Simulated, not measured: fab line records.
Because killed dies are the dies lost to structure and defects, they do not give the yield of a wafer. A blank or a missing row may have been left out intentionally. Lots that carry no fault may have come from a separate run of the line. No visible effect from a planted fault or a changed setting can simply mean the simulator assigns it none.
Matching of chambers ; flow nand-harc ; cmp-03 running NHARC_A_STAIRCASE_CMP_450: 4 sister chambers
The step polishes SiO2, target thk 200 nm. 4 wafers are shown with their chamber, then 7 later ones without.

== WAFERS PAIRED WITH THEIR CHAMBERS ==
wafer;chamber;motor-current-A (A)
L082.4;2;11.6
L084.6;3;14.6
L088.1;0;12.3
L088.4;1;12.7

== WAFERS WHOSE CHAMBER IS MISSING ==
wafer;motor-current-A (A)
L088.5;11.2
L088.2;10.8
L088.3;13.1
L088.6;13.3
L092.1;10.8
L092.4;13.2
L092.5;12.9

== WHICH CHAMBER EACH WENT THROUGH ==
wafer;from the rows above;in truth
L088.5;can't be placed: 2 or 0 or 1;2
L088.2;can't be placed: 2 or 0 or 1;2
L088.3;can't be placed: 1 or 0 or 2 or 3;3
L088.6;can't be placed: 1 or 0 or 3 or 2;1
L092.1;can't be placed: 2 or 0 or 1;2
L092.4;can't be placed: 1 or 0 or 3 or 2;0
L092.5;can't be placed: 1 or 0 or 2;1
Correctly placed: 0 of 7. These rows do not allow placing 7 (true chamber among the candidates in 7). Placed wrongly: 0.
How it was worked out, from the rows above alone: a wafer's distance from a chamber is the root of the sum, over the readings, of the square of ((its reading less the chamber's mean) divided by the reading's scatter). The wafer belongs to the nearest chamber; if the next one is less than 2 further off, it can't be placed. For every chamber, the mean is computed from those of its wafers that are shown. The scatter: root of mean squared gap, hidden wafer to nearest shown wafer, with one shown wafer a chamber.
